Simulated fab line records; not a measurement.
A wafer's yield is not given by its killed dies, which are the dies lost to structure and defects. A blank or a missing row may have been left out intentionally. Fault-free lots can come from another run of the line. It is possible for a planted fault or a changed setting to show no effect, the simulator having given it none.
A struck lot beside a sound one -- flow nandHarc -- 14 steps out of a route of 1159
Sound: these wafers, L825.1, L825.4, L825.5. Wafers struck: L820.3, L820.5, L820.6. At the end, the cause is stated.
Each step with rows lists, per side, the tool, then ch with its chambers, then its first start. Under that, the readings that differ: sound wafers -- struck wafers -- difference of the means -- sigmas: that difference in standard deviations of wafers without a fault.
alike: readings whose means differ by less than 2 such deviations, and words and numbers that are the same on both sides. not compared: withheld readings, readings that some wafer has no value for, bounds like >300 that may hide the same value, and numbers for which the record gives no deviation and whose values overlap.
The two part at a step that has a row with sigmas, a row that says differs or no value, or rows on one side only. When numbers do not overlap yet have no deviation, they are printed without sigmas and do not part them. Lack of a reading on every wafer of one side parts them only where that side has two or more wafers.

first, 1 step without rows for these wafers: NHARC_A_STAIRCASE_SRD_474.
NHARC_A_STAIRCASE_INSPECT_155:
  struck on defectInspect-01, day 16 20:24; sound on defectInspect-02, day 18 10:57
  alike: rawDefectCount
NHARC_A_SGD_CUT_DEP_00: deposits SiNx, target thk 50 nm.
  sound on pecvd-04 ch 0,1,2, day 18 11:01; struck on pecvd-03 ch 1,2, day 16 20:30
  alike: heaterPowerW
  not compared: sinceWetCleanH
then, 9 steps without rows for these wafers: NHARC_A_SGD_CUT_DEHYDRATE_01 (time 120 s); NHARC_A_SGD_CUT_HMDS_02 (time 30 s); NHARC_A_SGD_CUT_COAT_56 (time 75 s); NHARC_A_SGD_CUT_COAT_57 (time 65 s); NHARC_A_SGD_CUT_COAT_03 (resist thk 90 nm); NHARC_A_SGD_CUT_SOFTBAKE_04 (time 55 s); NHARC_A_SGD_CUT_EBR_05; NHARC_A_SGD_CUT_EXPOSE_06 (exposes mask SGD); NHARC_A_SGD_CUT_PEB_07 (peb time 65 s).
NHARC_A_SGD_CUT_DEVELOP_08: develop time 35 s.
  sound on lithoTrack-06 ch 0, day 18 11:00; struck on lithoTrack-06, day 16 21:00
  no value came back on the struck wafers for chillPlateTempC (C), developTimeS (s); on the sound wafers chillPlateTempC (C) reads 23.00 23.00 23.18
NHARC_A_SGD_CUT_CD_MEAS_09: target cd 100 nm.
  sound on cdSem-02 ch 0, day 18 11:37; struck on cdSem-01 ch 0, day 16 21:12
reading,sound,struck,difference,sigmas
cdNm (nm),100.7 100.7 100.7,- - -,no value on the struck wafers,

WHERE THEY PART
First at NHARC_A_SGD_CUT_DEVELOP_08; last, within this record, at NHARC_A_SGD_CUT_CD_MEAS_09.

WHY: whatever the simulator had introduced
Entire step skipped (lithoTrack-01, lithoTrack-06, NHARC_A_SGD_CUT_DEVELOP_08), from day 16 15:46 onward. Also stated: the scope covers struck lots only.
